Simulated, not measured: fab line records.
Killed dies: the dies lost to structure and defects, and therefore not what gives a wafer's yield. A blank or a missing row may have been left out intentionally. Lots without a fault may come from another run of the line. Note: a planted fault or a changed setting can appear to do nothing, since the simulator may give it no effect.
Which tool was responsible? ; flow nand_harc ; 39 wafers from 13 lots sampled at 6 of the route's 1302 steps

## WHAT EACH GAUGE READ, for each wafer
NHARC_P_GATE_CD_MEAS_91: target cd 2000 nm. Usual: cd_nm reads 1999.7 nm (standard deviation 1.3).
lot;measured;on;cd_nm (nm);flag
L208;day 6 07:31;cd_sem-03;2000.7 2002.1 2001.8;
L212;day 7 15:01;cd_sem-02;1996.8 1999.4 1999.8;
L213;day 8 03:07;cd_sem-01;2000.2 1998.1 1999.2;
L214;day 8 13:43;cd_sem-02;2081.2 2080.5 2082.0 2080.9 2080.7 2082.2;OFF
L215;day 9 03:05;cd_sem-02;1999.0 2000.2 1999.6;
L220;day 11 00:20;cd_sem-02;1999.6 1999.8 2001.5;
L223;day 12 07:44;cd_sem-01;1998.3 1999.0 1997.1;
L224;day 12 19:07;cd_sem-03;1999.6 1999.0 1999.2;
L225;day 13 08:08;cd_sem-02;2000.0 1996.5 1998.0;
L227;day 13 19:53;cd_sem-01;1999.1 1997.9 1997.8;
L228;day 14 13:44;cd_sem-01;2001.7 1999.2 1999.8;
L229;day 14 18:39;cd_sem-01;2000.6 1999.7 2000.1;
L230;day 15 03:56;cd_sem-03;1999.0 2000.6 2000.1;

NHARC_END_SORT_01. Usual: defect_limited_yield is 90.3 % with standard deviation 3, killed_at_array is 60 with standard deviation 21, killed_at_other is 1.0 with standard deviation 1.2, killed_at_periphery is 4.2 with standard deviation 2.8, killed_dies is 65 with standard deviation 20, killed_open is 3.1 with standard deviation 1.8, and killed_short is 2.6 with standard deviation 1.6.
lot;measured;on;defect_limited_yield (%);killed_at_array;killed_at_other;killed_at_periphery;killed_dies;killed_open;killed_short;flag
L215;day 28 08:25;prober-01;88.6 87.3 87.3;69 85 83;6 0 1;2 1 2;77 86 86;6 5 3;2 1 3;
L220;day 29 22:07;prober-01;91.6 93.6 93.2;55 36 39;0 0 0;2 7 7;57 43 46;4 2 1;2 5 2;
L225;day 32 23:20;prober-02;91.4 93.4 94.5;51 43 35;3 1 0;4 1 2;58 45 37;2 3 3;2 3 1;
L227;day 32 19:14;prober-01;89.7 88.6 86.4;65 71 88;0 0 0;5 6 4;70 77 92;3 3 3;0 0 2;

## WHAT TOOL EACH LOT RAN ON (gives the tool, then ch and the chambers of the sampled wafers, and finally the start)
lot;NHARC_P_GATE_EXPOSE_88;NHARC_P_GATE_RTA_80;NHARC_P_GATE_RTA_82;NHARC_P_CONTACT_DEP_30
L208;krf_scanner-03 ch 0, day 6 07:22;rtp_anneal-02 ch 0, day 6 10:01;rtp_anneal-01 ch 0, day 6 10:28;pecvd-02 ch 0,2, day 6 10:49
L212;krf_scanner-01 ch 0, day 7 14:52;rtp_anneal-02 ch 0, day 7 17:26;rtp_anneal-01 ch 0, day 7 17:54;pecvd-01 ch 0,2, day 7 18:10
L213;krf_scanner-03 ch 0, day 8 02:58;rtp_anneal-02 ch 0, day 8 05:38;rtp_anneal-02 ch 0, day 8 06:14;pecvd-01 ch 0,1,2, day 8 06:32
L214;krf_scanner-01 ch 0, day 8 13:34;-;-;-
L215;krf_scanner-01 ch 0, day 9 02:56;rtp_anneal-01 ch 0, day 9 05:30;rtp_anneal-01 ch 0, day 9 05:58;pecvd-04 ch 1,2, day 9 06:18
L220;krf_scanner-01 ch 0, day 11 00:11;rtp_anneal-02 ch 0, day 11 02:48;rtp_anneal-01 ch 0, day 11 03:16;pecvd-02 ch 1,2, day 11 03:35
L223;krf_scanner-01 ch 0, day 12 07:35;rtp_anneal-02 ch 0, day 12 10:15;rtp_anneal-02 ch 0, day 12 10:43;pecvd-02 ch 1,2, day 12 11:11
L224;krf_scanner-01 ch 0, day 12 18:57;rtp_anneal-01 ch 0, day 12 21:32;rtp_anneal-02 ch 0, day 12 22:00;pecvd-04 ch 1,2, day 12 22:14
L225;krf_scanner-01 ch 0, day 13 07:59;rtp_anneal-02 ch 0, day 13 10:38;rtp_anneal-02 ch 0, day 13 11:07;pecvd-02 ch 0,1,2, day 13 11:25
L227;krf_scanner-01 ch 0, day 13 19:43;rtp_anneal-01 ch 0, day 13 22:17;rtp_anneal-01 ch 0, day 13 22:48;pecvd-04 ch 1,2, day 13 23:04
L228;krf_scanner-03 ch 0, day 14 13:34;rtp_anneal-02 ch 0, day 14 16:17;rtp_anneal-01 ch 0, day 14 16:44;pecvd-04 ch 0,1,2, day 14 17:02
L229;krf_scanner-04 ch 0, day 14 18:30;rtp_anneal-01 ch 0, day 14 21:05;rtp_anneal-02 ch 0, day 14 21:33;pecvd-02 ch 0,1,2, day 14 21:52
L230;krf_scanner-01 ch 0, day 15 03:47;rtp_anneal-01 ch 0, day 15 06:20;rtp_anneal-02 ch 0, day 15 06:48;pecvd-04 ch 1,2, day 15 07:16
- NHARC_P_GATE_EXPOSE_88: exposes mask P HVN, target cd 2000 nm.
- NHARC_P_GATE_RTA_80: time 30 s.
- NHARC_P_GATE_RTA_82: time 30 s.
- NHARC_P_CONTACT_DEP_30: deposits SiNx, target thk 30 nm.

## WHAT THE TOOLS THEMSELVES READ (means of the sampled wafers that have a number; where no wafer has one, the mark that the record gives instead)
NHARC_P_GATE_RTA_80. Usual: lamp_zone_7_pct 2.00 %, standard deviation 0.073; wafer_temp_C_max 302.6, standard deviation 0.44.
lot;tool;lamp_zone_7_pct (%);wafer_temp_C_max;flag
L208;rtp_anneal-02;2.06;302.8;
L212;rtp_anneal-02;2.06;302.9;
L213;rtp_anneal-02;2.06;303.0;
L215;rtp_anneal-01;1.91;302.0;
L220;rtp_anneal-02;2.06;302.5;
L223;rtp_anneal-02;2.06;303.0;
L224;rtp_anneal-01;1.92;303.1;
L225;rtp_anneal-02;2.06;302.7;
L227;rtp_anneal-01;1.91;302.5;
L228;rtp_anneal-02;2.06;302.7;
L229;rtp_anneal-01;1.91;302.9;
L230;rtp_anneal-01;1.91;303.0;

NHARC_P_GATE_RTA_82. Usual: lamp_power_pct 3.71 %, standard deviation 0.14; lamp_zone_7_pct 3.91 %, standard deviation 0.14; wafer_temp_C_max 454.0, standard deviation 0.73.
lot;tool;lamp_power_pct (%);lamp_zone_7_pct (%);wafer_temp_C_max;flag
L208;rtp_anneal-01;3.58;3.78;453.8;
L212;rtp_anneal-01;3.58;3.78;454.2;
L213;rtp_anneal-02;3.86;4.07;453.7;
L215;rtp_anneal-01;3.59;3.77;453.1;
L220;rtp_anneal-01;3.58;3.77;454.0;
L223;rtp_anneal-02;3.86;4.06;453.9;
L224;rtp_anneal-02;3.86;4.07;453.8;
L225;rtp_anneal-02;3.86;4.07;453.3;
L227;rtp_anneal-01;3.59;3.77;454.3;
L228;rtp_anneal-01;3.59;3.77;454.1;
L229;rtp_anneal-02;3.86;4.06;454.1;
L230;rtp_anneal-02;3.85;4.06;453.5;

NHARC_P_CONTACT_DEP_30. Usual: heater_power_w 660 W, standard deviation 55; rf_fwd_power_W 448.7 W, standard deviation 1.4.
lot;tool;heater_power_w (W);rf_fwd_power_W (W);flag
L208;pecvd-02;733;448.0;
L212;pecvd-01;657;448.2;
L213;pecvd-01;657;449.3;
L215;pecvd-04;674;448.0;
L220;pecvd-02;686;450.0;
L223;pecvd-02;757;447.4;
L224;pecvd-04;663;448.3;
L225;pecvd-02;700;448.3;
L227;pecvd-04;606;447.3;
L228;pecvd-04;632;449.6;
L229;pecvd-02;696;448.6;
L230;pecvd-04;627;449.0;

## THE ANSWER, worked out from the rows above alone
Rule: take the mean of a lot's wafers that have a number; if it is more than 3 standard deviations from the usual mean, the lot is off. Also off: a lot with no number at a reading for which 4 or more lots have one. Where the step has rows for the other lots, those lots are counted as sound. Order of review: gauges by route order, followed by the tools' own readings, for which a lot's mean as printed above is used. At the first step where some lot is off, the reading lying furthest off is the one used; lots without a number count as furthest.
Off at NHARC_P_GATE_CD_MEAS_91 (cd_nm): L214.
A tool fits if, at a process step before that reading, it ran every lot that is off, and no sound lot after the first of them. Those tools and the gauges at NHARC_P_GATE_CD_MEAS_91 are tried in the same way. Not one of the candidates tried fits.

## WHAT HAD BEEN PUT IN BY THE SIMULATOR
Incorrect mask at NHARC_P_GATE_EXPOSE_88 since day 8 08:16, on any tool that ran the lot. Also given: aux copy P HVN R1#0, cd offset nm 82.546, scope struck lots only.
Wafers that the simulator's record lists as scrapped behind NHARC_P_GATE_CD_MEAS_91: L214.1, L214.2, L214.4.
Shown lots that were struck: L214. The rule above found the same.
